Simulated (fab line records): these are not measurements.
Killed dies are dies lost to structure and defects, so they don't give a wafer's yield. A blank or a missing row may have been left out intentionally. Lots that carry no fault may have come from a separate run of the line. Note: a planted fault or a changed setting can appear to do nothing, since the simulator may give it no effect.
Matching of chambers :: flow nand_harc :: NHARC_A_ZERO_WELL_ETCH_19 on rie_diel-07: 4 sister chambers
The step etches the open film in N2/H2, target depth 80 nm, overetch 24 nm, time 87.88 s. 16 wafers are shown with their chamber, then 8 later ones without.

EACH WAFER AND ITS CHAMBER
wafer: L545.1
chamber: 1
showerhead_plenum_p_Torr (Torr): 2.19
drypump_motor_current_A (A): 5.9
rf_vpp_V (V): 433.5

wafer: L545.2
chamber: 2
showerhead_plenum_p_Torr (Torr): 2.09
drypump_motor_current_A (A): 5.9
rf_vpp_V (V): 430.7

wafer: L545.3
chamber: 0
showerhead_plenum_p_Torr (Torr): 2.05
drypump_motor_current_A (A): 4.8
rf_vpp_V (V): 431.2

wafer: L548.1
chamber: 1
showerhead_plenum_p_Torr (Torr): 2.19
drypump_motor_current_A (A): 6.0
rf_vpp_V (V): 434.4

wafer: L548.3
chamber: 2
showerhead_plenum_p_Torr (Torr): 2.09
drypump_motor_current_A (A): 5.9
rf_vpp_V (V): 431.8

wafer: L548.4
chamber: 2
showerhead_plenum_p_Torr (Torr): 2.09
drypump_motor_current_A (A): 5.9
rf_vpp_V (V): 433.8

wafer: L553.1
chamber: 2
showerhead_plenum_p_Torr (Torr): 2.09
drypump_motor_current_A (A): 5.9
rf_vpp_V (V): 432.7

wafer: L553.5
chamber: 0
showerhead_plenum_p_Torr (Torr): 2.05
drypump_motor_current_A (A): 4.8
rf_vpp_V (V): 429.6

wafer: L553.6
chamber: 3
showerhead_plenum_p_Torr (Torr): 1.97
drypump_motor_current_A (A): 6.1
rf_vpp_V (V): 428.5

wafer: L560.2
chamber: 0
showerhead_plenum_p_Torr (Torr): 2.05
drypump_motor_current_A (A): 4.8
rf_vpp_V (V): 430.5

wafer: L560.5
chamber: 3
showerhead_plenum_p_Torr (Torr): 1.97
drypump_motor_current_A (A): 6.1
rf_vpp_V (V): 428.7

wafer: L560.6
chamber: 0
showerhead_plenum_p_Torr (Torr): 2.05
drypump_motor_current_A (A): 4.8
rf_vpp_V (V): 428.9

wafer: L562.1
chamber: 3
showerhead_plenum_p_Torr (Torr): 1.97
drypump_motor_current_A (A): 6.1
rf_vpp_V (V): 428.6

wafer: L562.2
chamber: 2
showerhead_plenum_p_Torr (Torr): 2.08
drypump_motor_current_A (A): 5.9
rf_vpp_V (V): 431.4

wafer: L562.5
chamber: 3
showerhead_plenum_p_Torr (Torr): 1.97
drypump_motor_current_A (A): 6.0
rf_vpp_V (V): 428.6

wafer: L564.4
chamber: 1
showerhead_plenum_p_Torr (Torr): 2.18
drypump_motor_current_A (A): 6.0
rf_vpp_V (V): 433.3

SIGNATURES (averages over the wafers above)
reading: showerhead_plenum_p_Torr
chamber 0: 2.0500
chamber 1: 2.1867
chamber 2: 2.0880
chamber 3: 1.9700
scatter within a chamber: 0.0035

reading: drypump_motor_current_A
chamber 0: 4.800
chamber 1: 5.967
chamber 2: 5.900
chamber 3: 6.075
scatter within a chamber: 0.0344

reading: rf_vpp_V
chamber 0: 430.050
chamber 1: 433.733
chamber 2: 432.080
chamber 3: 428.600
scatter within a chamber: 0.892
Rule: for a wafer and a chamber, the distance is found by dividing, reading by reading, the gap between the wafer's reading and the chamber's mean by the reading's scatter, squaring, summing and taking the root. If the next closest chamber is less than 2 further off than the closest, the wafer can't be placed; otherwise it belongs to the closest. How the scatter is found: for the shown wafers, subtract from each reading the mean of its chamber, square and add these, divide the total by (wafers less chambers), then take the root.

WAFERS WITHOUT THEIR CHAMBER
wafer: L564.5
showerhead_plenum_p_Torr (Torr): 2.08
drypump_motor_current_A (A): 6.0
rf_vpp_V (V): 431.3

wafer: L564.6
showerhead_plenum_p_Torr (Torr): 1.97
drypump_motor_current_A (A): 6.1
rf_vpp_V (V): 427.6

wafer: L565.1
showerhead_plenum_p_Torr (Torr): 1.97
drypump_motor_current_A (A): 6.1
rf_vpp_V (V): 428.1

wafer: L565.2
showerhead_plenum_p_Torr (Torr): 2.05
drypump_motor_current_A (A): 4.8
rf_vpp_V (V): 430.8

wafer: L565.4
showerhead_plenum_p_Torr (Torr): 2.18
drypump_motor_current_A (A): 5.9
rf_vpp_V (V): 435.2

wafer: L566.1
showerhead_plenum_p_Torr (Torr): 2.05
drypump_motor_current_A (A): 4.8
rf_vpp_V (V): 431.1

wafer: L566.3
showerhead_plenum_p_Torr (Torr): 2.08
drypump_motor_current_A (A): 6.0
rf_vpp_V (V): 431.4

wafer: L566.5
showerhead_plenum_p_Torr (Torr): 2.18
drypump_motor_current_A (A): 6.0
rf_vpp_V (V): 434.1

THE CHAMBER EACH PASSED THROUGH
wafer: L564.5
from the rows above: 2
in truth: 2

wafer: L564.6
from the rows above: 3
in truth: 3

wafer: L565.1
from the rows above: 3
in truth: 3

wafer: L565.2
from the rows above: 0
in truth: 0

wafer: L565.4
from the rows above: 1
in truth: 1

wafer: L566.1
from the rows above: 0
in truth: 0

wafer: L566.3
from the rows above: 2
in truth: 2

wafer: L566.5
from the rows above: 1
in truth: 1
Placed correctly: 8 of 8. Not placeable from these rows: 0. Placed wrongly: 0.
